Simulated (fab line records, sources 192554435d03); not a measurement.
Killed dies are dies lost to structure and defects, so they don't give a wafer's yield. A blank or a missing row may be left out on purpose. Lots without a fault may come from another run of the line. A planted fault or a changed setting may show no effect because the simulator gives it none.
Problem report in the 8D (eight disciplines) form, filled by code | flow n5_finfet | the parts of the form that need people (team, actions taken, sign-off) are left out

1. THE PROBLEM
killed_at_M0_to_M3 at N5_PASSIVATION_PROBE_49 reads a mean of 133 on 1 wafer of 1 lot; wafers without a fault read 36 with a standard deviation of 12. That is +8.1 standard deviations from the usual mean.
First seen on wafer L375.1, day 16 05:19, on prober-01. The record holds 15 wafers of 5 lots with a number at this step. Rule for "out", or "out of limits": more than 4 standard deviations from the usual mean. The other wafers with a number count as sound.

2. WHAT IT IS AND WHAT IT IS NOT
question                    | is                                                                                                      | is not
which readings at this step | killed_at_M0_to_M3, defect_limited_yield, killed_dies, sort_bin_5_function, sort_n_pass, sort_yield_pct | killed_at_M4_up, killed_at_contacts, killed_at_front_end, killed_at_other, killed_open
which lots                  | L375                                                                                                    | L360, L369, L372, L382
which wafers of those lots  | L375.1                                                                                                  | L375.2, L375.3
read on which tools         | prober-01                                                                                               | prober-02
when                        | from day 16 05:19                                                                                       | up to then (9 sound wafers); but 5 sound wafers of L375, L382 came after

3. SUSPECTS, AND WHAT RULES EACH OUT
Counting: a tool at a process step up to the reading stays a suspect if it ran every lot that is out. Sound lots after the first of them don't rule it out here, since some wafers of a struck lot are sound.
- pvd_sputter-01 at N5_BEOL_M2_PRE_CLEAN_45 (time 30 s): kept. It ran the lot that is out, L375 (day 10 12:59); its last sound lot up to then is L372 (day 10 00:50).
- rie_diel-03 at N5_PASSIVATION_STRIP_34 (strips in O2): kept. It ran the lot that is out, L375 (day 16 00:56).
- rie_diel-01 at N5_PASSIVATION_DESCUM_46 (chemistry O2, time 7.9 s): kept. It ran the lot that is out, L375 (day 16 02:16); its last sound lot up to then is L369 (day 15 12:35).
- prober-01 at N5_PASSIVATION_PROBE_49: kept. It ran the lot that is out, L375 (day 16 05:19); its last sound lot up to then is L369 (day 15 15:41). Its own readings are out on those wafers: defect_limited_yield, killed_at_M0_to_M3, killed_dies, sort_bin_5_function, sort_n_pass, sort_yield_pct.
- Within rie_diel-03 at N5_PASSIVATION_STRIP_34: the wafers that are out ran in chamber 0; their sound lot-mates ran in chambers 2, 3.
- Within rie_diel-01 at N5_PASSIVATION_DESCUM_46: the wafers that are out ran in chamber 3; their sound lot-mates ran in chambers 0, 1.
Left after counting: pvd_sputter-01 at N5_BEOL_M2_PRE_CLEAN_45, rie_diel-03 at N5_PASSIVATION_STRIP_34, rie_diel-01 at N5_PASSIVATION_DESCUM_46, prober-01 at N5_PASSIVATION_PROBE_49.

4. THE CAUSE (what the simulator had put in)
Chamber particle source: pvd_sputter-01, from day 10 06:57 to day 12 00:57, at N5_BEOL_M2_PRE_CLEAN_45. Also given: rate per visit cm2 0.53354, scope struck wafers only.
Counting left 4 suspects, and this tool is among them.

5. THE CHAIN OF EFFECTS, in route order
Each row: a reading whose mean over the struck wafers that have a number lies more than 3 standard deviations from the usual. Only readings for which the record gives a usual standard deviation are gone through. hours: the time from each lot's start at the first step in this table that gives one to its start at this step, as a median over the lots. sigmas: the change in usual standard deviations.
hours | step                    | reading              | usual  | on struck wafers | change | sigmas
0     | N5_PASSIVATION_PROBE_49 | defect_limited_yield | 91.3 % | 83.7             | -7.6   | -5.8
0     | N5_PASSIVATION_PROBE_49 | killed_at_M0_to_M3   | 36     | 133              | +97    | +8.1
0     | N5_PASSIVATION_PROBE_49 | killed_dies          | 102    | 192              | +90    | +6.0
0     | N5_PASSIVATION_PROBE_49 | sort_bin_5_function  | 5.1 %  | 10.1             | +5.0   | +5.4
0     | N5_PASSIVATION_PROBE_49 | sort_n_pass          | 1078   | 988              | -90    | -6.0
0     | N5_PASSIVATION_PROBE_49 | sort_yield_pct       | 91.3 % | 83.7             | -7.6   | -5.8
The process steps in it:
- N5_PASSIVATION_PROBE_49

6. WHAT WOULD HAVE CAUGHT IT SOONER
In this record the first reading out of limits was taken at day 16 05:19, 142 hours after the fault began at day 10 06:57.
Of the tool readings at N5_BEOL_M2_PRE_CLEAN_45 for which the record gives a usual standard deviation, none was out on any struck wafer, so an alarm limit of 4 standard deviations on them would not have fired.
All the lots that are out (1) had begun N5_BEOL_M2_PRE_CLEAN_45 on pvd_sputter-01 by day 16 05:19. A hold on the tool at that time would have spared none of them.
